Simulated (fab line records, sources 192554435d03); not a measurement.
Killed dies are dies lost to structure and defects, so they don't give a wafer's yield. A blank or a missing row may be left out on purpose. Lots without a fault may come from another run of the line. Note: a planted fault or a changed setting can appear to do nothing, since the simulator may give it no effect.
fab line records	flow n5-finfet
record lots=5	wafers=15	last-day=18
route steps=1938 shown WELL_APT@36 PMOS_HMC_CHANNEL_EPI@57 BEOL_M4@1111 PASSIVATION@1936
lots that met no fault: taken from a fault-free run of the same line
start-h: start of the lot's first displayed wafer, in hours after the record's first day	wait-h: how many hours have passed since the lot's step before this one	" as in the row above	L1.1+2: a row that stands for several wafers	- no value, or no start was given	* or withheld: withheld	< > ~ a bound
route shown NAME@n: a module of which the file shows steps, and the number in the route of the first	usual: the fault-free wafers' mean and standard deviation	same: alike in all rows	chamber/n: place in a boat	sites: the reading at each site	_std_site: standard deviation across them	_edge_site: mean of outer sites minus mean of inner sites	radius-mm: for every site, how far away it sits from the centre of the wafer	mask NAME#n: copy n	behind: the tool/chamber that last shaped the wafer	hold: cause of the lot's hold/its duration in hours/its outcome	device: transistor that didn't switch, given as n, p or np	end of line: tests of these same wafers at the route's end	a step without rows: its recipe alone	killed: the dies lost at the first sort to structure and to defects; this is not the yield of the wafer	map: a wafer's dies, x killed, . not, _ none there
set.NAME: setting as actually run; set.NAME@STEP: the setting as run at that earlier step	model.NAME: the simulator's own value behind a step, which no gauge read
certain route steps with their lots: each step a table, each wafer a row
services: a tool's chamber out of use, with start hour (start-h, from the record's first day; less than 0 if before it), hours out, and reason
## steps
# step N5_WELL_APT_COAT_19
# recipe spin-rpm=1357	resist-thk-nm=950
# step N5_WELL_APT_EBR_21
# recipe solvent=PGMEA	ebr-width-mm=1.5
# step N5_WELL_APT_SOFTBAKE_20
# recipe temp-c=130	time-s=60
# step N5_WELL_APT_EXPOSE_22
# recipe mask-id=PWELL	na=0.8	source-shape=conventional	sigma-outer=0.8	polarization=unpolarized	defocus-nm=0	target-cd-nm=200	dose-mj=23.2
# step N5_WELL_APT_PEB_23
# recipe peb-temp-c=130	peb-time-s=90
# step N5_WELL_APT_DEVELOP_24
# recipe develop-time-s=45	rinse-liquid=surfactant-rinse	dry=air-spin	dev-temp-c=21
# step N5_WELL_APT_HARDBAKE_29
# recipe temp-c=130	time-s=120
# step N5_WELL_APT_DESCUM_30
# recipe chemistry=O2	time-s=7.9	source-power-w=50	bias-power-w=20	pressure-mtorr=20	rf-frequency-hz=2.712e+07	temp-c=40	o2-flow-sccm=225
# step N5_WELL_APT_IMPLANT_31
# recipe species=B	energy-kev=60	dose-cm2=1.5e+13	tilt-deg=0	rotation-deg=0
# step N5_WELL_APT_IMPLANT_32
# recipe species=BF2	energy-kev=50	dose-cm2=2e+13	tilt-deg=0	rotation-deg=0
# usual beam-energy-keV=49.999/0.016
lot.wafer	tool	chamber	start-h	wait-h	beam-energy-keV	model.implant.rp-nm	model.implant.drp-nm
L661.1	implanter-01	0	57.21	0.1	49.987	37.4	18.55
L661.2	"	0	"	"	50.010	37.4	18.55
L661.4	"	0	"	"	49.998	37.4	18.55
L663.1	implanter-01	0	70.22	0.1	40.592	31.61	16.02
L663.4	"	0	"	"	40.601	31.61	16.02
L663.5	"	0	"	"	40.591	31.61	16.02
L664.1	implanter-01	0	75.46	0.1	40.566	29.77	16.02
L664.5	"	0	"	"	40.577	29.77	16.02
L664.6	"	0	"	"	40.561	29.77	16.02
L666.1	implanter-01	0	87.39	0.1	40.566	30.34	16.02
L666.2	"	0	"	"	40.579	30.34	16.02
L666.3	"	0	"	"	40.580	30.34	16.02
L677.2	implanter-02	0	153.93	0.1	49.994	36.54	18.55
L677.4	"	0	"	"	49.963	36.54	18.55
L677.5	"	0	"	"	49.996	36.54	18.55
# step N5_WELL_APT_STRIP_33
# recipe chemistry=SPM	time-s=900	temp-c=130	h2so4-h2o2-vol-ratio=4	dry=ipa-marangoni
# step N5_WELL_APT_RTA_34
# recipe temp-c=1000	time-s=10	ambient=N2	idle-temp-c=600	ramp-up-c-per-s=150	ramp-down-c-per-s=60	cool-to-c=600
# step N5_WELL_APT_OXIDE_STRIP_42
# recipe chemistry=dHF	dilution=25:1	time-s=45	temp-c=25	target=SiO2	target-depth-a=120
# step N5_WELL_APT_PRECLEAN_36
# recipe chemistry=O3/DIW	time-s=45	temp-c=22	o3-ppm=10
# step N5_WELL_APT_PRECLEAN_39
# recipe chemistry=dHF	time-s=60	dilution=150:1	temp-c=25
# step N5_WELL_APT_SRD_37
# recipe dry=ipa-marangoni	do-ppb=5	time-s=30	temp-c=23	rinse-liquid=diw
# step N5_WELL_APT_EPI_41
# recipe material=Si	target-thk-a=500	temp-c=650	precursor=SiH4/H2	pressure-torr=20	time-s=297.7
# step N5_PMOS_HMC_CHANNEL_EPI_HM_DEP_34
# recipe material=SiO2	target-thk-a=360	temp-c=400	precursor=TEOS/O2	pressure-torr=6.5	rf-w=900	teos-flow-sccm=161.4	gas=O2	flow-sccm=2650	time-s=6.9
# step N5_PMOS_HMC_CHANNEL_EPI_COAT_31
# recipe resist=BARC	temp-c=205	time-s=60	spin-rpm=1500	resist-thk-nm=66
# step N5_PMOS_HMC_CHANNEL_EPI_COAT_03
# recipe resist=CAR-ArF-block	spin-rpm=1500	resist-thk-nm=205
# step N5_PMOS_HMC_CHANNEL_EPI_EBR_05
# recipe solvent=PGMEA	ebr-width-mm=1.5
# step N5_PMOS_HMC_CHANNEL_EPI_SOFTBAKE_04
# recipe temp-c=110	time-s=60	resist=CAR-ArF-block
# step N5_PMOS_HMC_CHANNEL_EPI_EXPOSE_06
# recipe mask-id=PMOS_HMC_BLK	na=1.35	source-shape=conventional	sigma-outer=0.8	polarization=unpolarized	target-cd-nm=240	dose-mj=41
# step N5_PMOS_HMC_CHANNEL_EPI_PEB_07
# recipe peb-temp-c=110	peb-time-s=60	resist=CAR-ArF-block
# step N5_PMOS_HMC_CHANNEL_EPI_DEVELOP_08
# recipe develop-time-s=30	developer=TMAH	resist=CAR-ArF-block	dev-temp-c=23	rinse-liquid=diw	dry=air-spin
# step N5_PMOS_HMC_CHANNEL_EPI_DESCUM_14
# recipe chemistry=O2	time-s=7.9	source-power-w=50	bias-power-w=20	pressure-mtorr=20	rf-frequency-hz=2.712e+07	temp-c=40	resist=CAR-ArF-block	o2-flow-sccm=225
# step N5_PMOS_HMC_CHANNEL_EPI_ETCH_32
# recipe chemistry=N2/H2	target=BARC	stop-on=SiO2	target-depth-a=858	over-etch-frac=0.3	time-s=50.3	ion-energy-ev=200	mask-material=CAR-ArF-block	pressure-mtorr=30	source-w=840	bias-w=150	n2-flow-sccm=200	h2-flow-sccm=200
# step N5_PMOS_HMC_CHANNEL_EPI_HM_OPEN_15
# recipe chemistry=CHF3/O2	target=SiO2	mask-material=CAR-ArF-block	target-depth-a=406	CHF3_flow_sccm=50	O2_flow_sccm=5	Ar_flow_sccm=200	time-s=20.3	pressure-mtorr=30	source-w=650	bias-w=170	ion-energy-ev=200
# step N5_PMOS_HMC_CHANNEL_EPI_STRIP_33
# recipe chemistry=N2/H2	power-w=500	temp-c=40	pressure-mtorr=50	rf-frequency-hz=6e+07	overash-fraction=0.3	bias-power-w=8	h2-frac=0.5	n2-flow-sccm=300	h2-flow-sccm=300
# step N5_PMOS_HMC_CHANNEL_EPI_STRIP_17
# recipe chemistry=SPM	time-s=750	temp-c=130	h2so4-h2o2-vol-ratio=4	dry=ipa-marangoni
# step N5_PMOS_HMC_CHANNEL_EPI_ETCH_38
# recipe chemistry=CF4	target=SiO2	target-depth-a=15	ion-energy-ev=350	pressure-mtorr=10	icp-w=800	bias-w=400	cf4-flow-sccm=80
# step N5_PMOS_HMC_CHANNEL_EPI_FIN_RECESS_16
# recipe chemistry=HBr/Cl2	target=Si	mask-material=SiO2	target-depth-a=540	time-s=18	pressure-mtorr=10	icp-w=800	bias-w=75	HBr_flow_sccm=150	Cl2_flow_sccm=80
# step N5_PMOS_HMC_CHANNEL_EPI_PRECLEAN_36
# recipe chemistry=O3/DIW	time-s=45	temp-c=22	o3-ppm=10
# step N5_PMOS_HMC_CHANNEL_EPI_PRECLEAN_18
# recipe chemistry=DHF	time-s=30	temp-c=25	dilution=withheld
# step N5_PMOS_HMC_CHANNEL_EPI_SRD_19
# recipe dry=ipa-marangoni	do-ppb=5	time-s=30	temp-c=23	rinse-liquid=diw
# step N5_BEOL_M4_RC_MEAS_101
# usual CJ_N=4.36/0.086	DIBL_N=36.2/1.2	DIBL_P=36.3/1.3	IOFF_N=0.155/0.019	IOFF_N_LONG=5.54e-05/2.4e-06	IOFF_P=0.210/0.029	ION_N=677/8.6	ION_P=465/6.8	RS_PWELL=3012/22	SS_N=71.4/0.48	SS_P=73.2/0.53	VT_N=249.9/2.4	VT_P=-250/3.2
lot.wafer	tool	chamber	start-h	wait-h	CJ_N	DIBL_N[mV/V]	DIBL_P[mV/V]	IOFF_N[nA/um]	IOFF_N_LONG[nA/um]	IOFF_P[nA/um]	ION_N[uA/um]	ION_P[uA/um]	RS_PWELL[ohm/sq]	SS_N[mV/dec]	SS_P[mV/dec]	VT_N[mV]	VT_P[mV]
L663.1	prober-01	0	224.71	0.0	5.16	35.1	35.7	0.150	6.35e-05	0.227	671	466	3083	71.2	73.1	249.6	-245
L663.4	"	0	"	"	5.10	35.9	37.2	0.172	6.39e-05	0.255	681	477	3097	71.5	73.7	249.1	-246
L663.5	"	0	"	"	5.12	35.7	36.2	0.157	6.35e-05	0.232	674	465	3105	70.8	73.2	249.5	-246
L661.1	prober-01	0	232.84	0.0	4.30	36.4	37.0	0.159	5.25e-05	0.197	686	463	3007	71.4	73.9	250.7	-251
L661.2	"	0	"	"	4.27	35.2	35.6	0.133	5.12e-05	0.174	665	456	3027	71.6	73.4	254.6	-254
L661.4	"	0	"	"	4.28	35.6	36.2	0.152	5.32e-05	0.194	684	465	3034	70.9	73.7	253.3	-252
L664.1	prober-01	0	244.92	0.0	4.96	38.7	38.6	0.193	6.63e-05	0.271	686	471	3122	72.0	73.6	247.4	-243
L664.5	"	0	"	"	4.85	35.2	34.6	0.128	6.49e-05	0.211	677	472	3105	70.9	72.2	254.2	-247
L664.6	"	0	"	"	4.86	35.5	35.3	0.136	6.52e-05	0.217	673	466	3088	71.4	72.3	251.2	-247
L666.1	prober-01	0	261.21	0.0	5.14	35.1	35.3	0.134	6.13e-05	0.187	671	464	3116	71.2	73.1	252.3	-252
L666.2	"	0	"	"	5.05	37.1	37.7	0.155	6.07e-05	0.215	663	456	3105	71.2	73.3	250.7	-250
L666.3	"	0	"	"	5.07	37.3	37.4	0.153	6.04e-05	0.215	666	460	3117	72.1	73.5	250.9	-250
L677.2	prober-02	0	322.93	0.2	4.47	35.8	33.9	0.136	5.39e-05	0.171	666	457	3008	71.1	72.9	251.7	-254
L677.4	"	0	"	"	4.57	36.1	33.6	0.143	5.46e-05	0.177	672	460	3011	71.0	73.5	252.1	-252
L677.5	"	0	"	"	4.47	34.6	32.5	0.121	5.36e-05	0.152	661	452	3023	70.6	72.2	253.8	-256
# step N5_PASSIVATION_PROBE_49
# usual defect-limited-yield=91.2/1.4	killed_at_M0_to_M3=34/10	killed_at_M4_up=13/5.1	killed-at-contacts=12/6.5	killed-at-front-end=41/11	killed-at-other=4/3.3	killed-dies=104/16	killed-open=69/13	killed-short=33/7	sort_bin_5_function=5.1/0.91	sort_bin_6_memory=3.3/0.69	sort-n-pass=1076/16	sort-yield-pct=91.2/1.4
# same gross-dies=1180	killed-at-back-side=0	sort_bin_4_leakage[%]=0	sort_bin_8_speed[%]=0
lot.wafer	tool	chamber	start-h	wait-h	defect-limited-yield[%]	killed_at_M0_to_M3	killed_at_M4_up	killed-at-contacts	killed-at-front-end	killed-at-other	killed-dies	killed-open	killed-short	sort_bin_5_function[%]	sort_bin_6_memory[%]	sort-n-pass	sort-yield-pct[%]
L663.1	prober-01	-	328.27	0.0	94.6	32	7	4	18	3	64	37	25	3.7	1.4	1116	94.6
L663.4	prober-01	-	328.42	0.2	91.9	49	4	12	29	2	96	62	31	5.3	2.7	1084	91.9
L663.5	prober-01	-	328.47	0.2	91.9	49	12	12	22	1	96	63	32	4.9	3.1	1084	91.9
L661.1	prober-01	-	339.53	0.0	88.4	46	17	16	58	0	137	101	31	6.7	4.7	1043	88.4
L661.2	prober-01	-	339.58	0.1	89.6	37	21	17	46	2	123	93	30	6.5	3.8	1057	89.6
L661.4	prober-01	-	339.68	0.2	90.7	46	18	19	25	2	110	69	40	4.9	3.9	1070	90.7
L664.1	prober-02	-	344.00	0.0	91.9	36	14	6	40	0	96	65	31	4.7	3.4	1084	91.9
L664.5	prober-02	-	344.20	0.2	90.3	57	10	10	37	1	115	81	34	5.6	3.9	1065	90.3
L664.6	prober-02	-	344.25	0.3	88.5	54	11	5	62	4	136	100	35	6.7	4.6	1044	88.5
L666.1	prober-01	-	357.96	0.0	94.0	27	8	4	27	5	71	37	33	3.6	2.4	1109	94.0
L666.2	prober-01	-	358.01	0.1	91.4	41	12	9	33	6	101	62	36	5.0	3.1	1079	91.4
L666.3	prober-01	-	358.06	0.1	90.1	42	14	8	51	2	117	72	36	5.4	3.6	1063	90.1
L677.2	prober-01	-	428.44	0.8	91.0	20	19	7	52	8	106	63	40	5.8	2.9	1074	91.0
L677.4	prober-01	-	428.54	0.9	91.4	33	14	4	40	10	101	62	38	5.4	2.8	1079	91.4
L677.5	prober-01	-	428.59	0.9	92.3	26	8	16	31	10	91	66	24	4.2	3.1	1089	92.3
# killed by level:class
L663.1 BEOL_M0_SAQP:geometric-particle:open=7 BEOL_M2:geometric-particle:open=6 BEOL_M0_SAQP:geometric-particle:short=5 BEOL_M0:geometric-particle:short=4 MOL_CONTACT_COAG:geometric-particle:open=4 BEOL_M0:geometric-particle:open=4 ILD0:geometric-particle:short=3 BEOL_M2:geometric-particle:short=3
L663.4 MOL_CONTACT_COAG:geometric-particle:open=11 BEOL_M0_SAQP:geometric-particle:open=11 BEOL_M0_SAQP:geometric-particle:short=10 BEOL_M2:geometric-particle:open=10 GATE_CUT:geometric-particle:short=7 BEOL_M1:geometric-particle:open=6 FIN_SAQP:geometric-particle:open=5 STI_FIN_REVEAL:geometric-particle:open=4
L663.5 BEOL_M0_SAQP:geometric-particle:open=14 BEOL_M0_SAQP:geometric-particle:short=13 MOL_CONTACT_COAG:geometric-particle:open=9 BEOL_M2:geometric-particle:open=9 BEOL_M4:geometric-particle:open=7 FIN_SAQP:geometric-particle:open=4 BEOL_M0:geometric-particle:short=4 STI_FIN_REVEAL:geometric-particle:open=3
L661.1 FIN_SAQP:geometric-particle:open=25 BEOL_M2:geometric-particle:open=15 MOL_CONTACT_COAG:geometric-particle:open=14 STI_FIN_REVEAL:geometric-particle:open=11 BEOL_M0_SAQP:geometric-particle:short=10 BEOL_M4:geometric-particle:open=10 BEOL_M0_SAQP:geometric-particle:open=6 FIN_SAQP:geometric-particle:short=5
L661.2 MOL_CONTACT_COAG:geometric-particle:open=14 STI_FIN_REVEAL:geometric-particle:open=9 BEOL_M1:geometric-particle:open=9 FIN_SAQP:geometric-particle:open=8 DUMMY_GATE:geometric-particle:open=8 BEOL_M2:geometric-particle:open=8 FIN_SAQP:geometric-particle:short=7 BEOL_M3:geometric-particle:open=6
L661.4 MOL_CONTACT_COAG:geometric-particle:open=16 BEOL_M0_SAQP:geometric-particle:short=12 BEOL_M1:geometric-particle:open=9 BEOL_M2:geometric-particle:open=8 BEOL_M3:geometric-particle:open=7 FIN_SAQP:geometric-particle:short=5 BEOL_M0_SAQP:geometric-particle:open=5 BEOL_M4:geometric-particle:open=5
L664.1 STI_FIN_REVEAL:geometric-particle:open=15 BEOL_M2:geometric-particle:open=8 BEOL_M1:geometric-particle:open=6 FIN_SAQP:geometric-particle:short=5 MOL_CONTACT_COAG:geometric-particle:open=5 BEOL_M0_SAQP:geometric-particle:open=5 FIN_SAQP:geometric-particle:open=4 BEOL_M0:geometric-particle:open=4
L664.5 STI_FIN_REVEAL:geometric-particle:open=15 BEOL_M0_SAQP:geometric-particle:open=14 BEOL_M0_SAQP:geometric-particle:short=12 BEOL_M3:geometric-particle:open=9 FIN_SAQP:geometric-particle:open=8 BEOL_M0:geometric-particle:open=8 FIN_SAQP:geometric-particle:short=6 MOL_CONTACT_COAG:geometric-particle:open=6
L664.6 STI_FIN_REVEAL:geometric-particle:open=25 FIN_SAQP:geometric-particle:open=15 BEOL_M1:geometric-particle:open=14 BEOL_M0_SAQP:geometric-particle:open=12 BEOL_M0_SAQP:geometric-particle:short=9 BEOL_M0:geometric-particle:open=8 BEOL_M3:geometric-particle:open=7 FIN_SAQP:geometric-particle:short=5
L666.1 BEOL_M2:geometric-particle:open=8 BEOL_M3:geometric-particle:open=8 FIN_SAQP:geometric-particle:short=5 STARTING-WAFER:geometric-particle:short=5 BEOL_M4:geometric-particle:open=4 FIN_SAQP:geometric-particle:open=3 STI_FIN_REVEAL:geometric-particle:open=3 GATE_CUT:geometric-particle:short=3
L666.2 BEOL_M0_SAQP:geometric-particle:short=15 BEOL_M0_SAQP:geometric-particle:open=12 FIN_SAQP:geometric-particle:open=9 MOL_CONTACT_COAG:geometric-particle:open=8 BEOL_M1:geometric-particle:open=5 BEOL_M3:geometric-particle:open=5 STI_FIN_REVEAL:geometric-particle:open=4 DUMMY_GATE:geometric-particle:open=4
L666.3 BEOL_M0_SAQP:geometric-particle:open=11 BEOL_M1:geometric-particle:open=10 DUMMY_GATE:geometric-particle:open=8 FIN_SAQP:geometric-particle:open=7 MOL_CONTACT_COAG:geometric-particle:open=7 HKMG_FIN:area-etch=7 BEOL_M3:geometric-particle:open=6 STI_FIN_REVEAL:geometric-particle:open=5
L677.2 FIN_SAQP:geometric-particle:open=11 STI_FIN_REVEAL:geometric-particle:open=9 ILD0:geometric-particle:short=6 GATE_CUT:geometric-particle:open=6 BEOL_M2:geometric-particle:open=6 BEOL_M4:geometric-particle:open=6 FIN_SAQP:geometric-particle:short=4 STI_FIN_REVEAL:geometric-particle:short=4
L677.4 BEOL_M2:geometric-particle:open=14 FIN_SAQP:geometric-particle:open=7 DUMMY_GATE:geometric-particle:open=6 STARTING-WAFER:geometric-particle:short=6 BEOL_M4:geometric-particle:open=5 GATE_CUT:geometric-particle:short=4 MOL_CONTACT_COAG:geometric-particle:open=4 BEOL_M3:geometric-particle:open=4
L677.5 MOL_CONTACT_COAG:geometric-particle:open=13 GATE_CUT:geometric-particle:short=6 BEOL_M3:geometric-particle:open=6 GATE_CUT:geometric-particle:open=5 STARTING-WAFER:geometric-particle:open=5 FIN_SAQP:geometric-particle:open=4 STI_FIN_REVEAL:geometric-particle:open=4 BEOL_M0:geometric-particle:open=4
## services
tool	chamber	start-h	hours	kind
implanter-02	-	45.87	2.8	pm
implanter-02	-	54.26	5.8	repair
implanter-02	-	84.78	1.8	repair
implanter-01	-	92.13	3.5	repair
implanter-01	-	122.32	3.0	repair
implanter-01	-	139.04	3.7	pm
implanter-01	-	150.04	22.4	repair
## key
first-sign step=N5_WELL_APT_IMPLANT_32	reading=beam-energy-keV	direction=down	sigmas=99+	usual=49.999	struck=40.579
effect step=N5_BEOL_M4_RC_MEAS_101	reading=CJ_N	direction=up	sigmas=7.8	usual=4.36	struck=5.03
effect step=N5_BEOL_M4_RC_MEAS_101	reading=RS_PWELL	direction=up	sigmas=4.1	usual=3012	struck=3104
effect step=N5_BEOL_M4_RC_MEAS_101	reading=IOFF_N_LONG	direction=up	sigmas=3.3	usual=5.54e-05	struck=6.33e-05
model-effect step=N5_WELL_APT_IMPLANT_32	value=implant.rp-nm	without=36.98	struck=30.57
met-at N5_WELL_APT_IMPLANT_32
struck-wafers L663.1,L663.4,L663.5,L664.1,L664.5,L664.6,L666.1,L666.2,L666.3
onset-between 57.21 70.22
fault kind=process-parameter-drift	tool=implanter-01	chamber=-	onset-h=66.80	steps=N5_WELL_APT_IMPLANT_32	channel=energy-kev	offset=-9.4196	shape=step	end-h=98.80	acts-in=these-recipes-only	stated=50
